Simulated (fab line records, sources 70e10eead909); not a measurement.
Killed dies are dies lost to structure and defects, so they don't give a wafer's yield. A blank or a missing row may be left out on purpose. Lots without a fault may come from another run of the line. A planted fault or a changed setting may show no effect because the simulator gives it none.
A struck lot beside a sound one | flow nand_harc | 14 steps out of a route of 1302
Sound: wafers L684.1, L684.3, L684.4. Struck: wafer L694.6. (L694.4 of the same lot was not struck and is left out.) The cause comes at the end.
At each step with rows: each side's tool, then ch and its chambers, then its first start. Under that, the readings that differ: sound wafers | struck wafers | difference of the means | sigmas: that difference in standard deviations of wafers without a fault.
alike: readings whose means differ by less than 2 such deviations, and words and numbers that are the same on both sides. not compared: withheld readings, readings that some wafer has no value for, bounds like >300 that may hide the same value, and numbers for which the record gives no deviation and whose values overlap.
The two part at a step that has a row with sigmas, a row that says differs or no value, or rows on one side only. Numbers that don't overlap but have no deviation are shown without sigmas and don't part them. A reading that every wafer of one side lacks parts them only if that side has two wafers or more.

first, 7 steps without rows for these wafers: NHARC_A_BLC_COAT_03 (time 65 s); NHARC_A_BLC_COAT_04 (resist thk 90 nm); NHARC_A_BLC_SOFTBAKE_05 (time 55 s); NHARC_A_BLC_EBR_06; NHARC_A_BLC_EXPOSE_07 (exposes mask A BLC, target cd 100 nm); NHARC_A_BLC_PEB_08 (peb time 65 s); NHARC_A_BLC_DEVELOP_09 (develop time 35 s).
NHARC_A_BLC_CD_MEAS_10: target cd 100 nm.
  sound on cd_sem-03 ch 0, day 22 23:44; struck on cd_sem-01 ch 0, day 26 23:23
  alike: cd_nm
NHARC_A_BLC_OVL_MEAS_11:
  sound on overlay-01, day 22 23:49; struck on overlay-01, day 26 23:28
  alike: overlay_x_nm, overlay_y_nm
NHARC_A_BLC_INSPECT_12:
  sound on defect_inspect-01, day 22 23:51; struck on defect_inspect-02, day 26 23:30
  alike: raw_defect_count
NHARC_A_BLC_DESCUM_15: chemistry O2, time 3 s.
  sound on rie_diel-08 ch 0,1,2, day 22 23:55; struck on rie_diel-08 ch 3, day 26 23:34
  reading                         | sound          | struck | difference | sigmas
  showerhead_plenum_p_Torr (Torr) | 2.03 2.01 1.90 | 1.77   | -0.21      | -2
  alike: drypump_motor_current_A, oes_product_au, rf_vpp_V, throttle_valve_pct
  not compared: rf_hours_counter_h
NHARC_A_BLC_ETCH_16: etches the open film in CF4, target depth 39 nm, time 65 s.
  sound on rie_diel-08 ch 1,2,3, day 23 00:00; struck on rie_diel-08 ch 0, day 26 23:39
  alike: drypump_motor_current_A, oes_product_au, rf_vpp_V, run_length_s, showerhead_plenum_p_Torr, throttle_valve_pct
  not compared: rf_hours_counter_h
NHARC_A_BLC_ETCH_17: etches the open film in N2/H2, target depth 390 nm, time 609.38 s.
  sound on rie_diel-08 ch 0,1,2, day 23 00:05; struck on rie_diel-08 ch 2, day 26 23:47
  reading          | sound             | struck | difference | sigmas
  run_length_s (s) | 630.4 629.7 630.9 | 610.0  | -20.3      | -50
  alike: drypump_motor_current_A, h2_flow_sccm, oes_product_au, rf_vpp_V, showerhead_plenum_p_Torr, throttle_valve_pct
  not compared: rf_hours_counter_h
NHARC_A_BLC_ETCH_18: etches the open film in C4F8/O2/Ar, target depth 910 nm.
  sound on rie_diel-08 ch 1,2,3; struck on rie_diel-08 ch 1
  reading               | sound             | struck | difference | sigmas
  oes_product_au (a.u.) | 0.931 0.936 0.921 | 0.994  | +0.065     | +3
  alike: rf_vpp_V
  not compared: rf_hours_counter_h

WHERE THEY PART
First at NHARC_A_BLC_DESCUM_15; last, within this record, at NHARC_A_BLC_ETCH_18.

WHY: what the simulator had put in
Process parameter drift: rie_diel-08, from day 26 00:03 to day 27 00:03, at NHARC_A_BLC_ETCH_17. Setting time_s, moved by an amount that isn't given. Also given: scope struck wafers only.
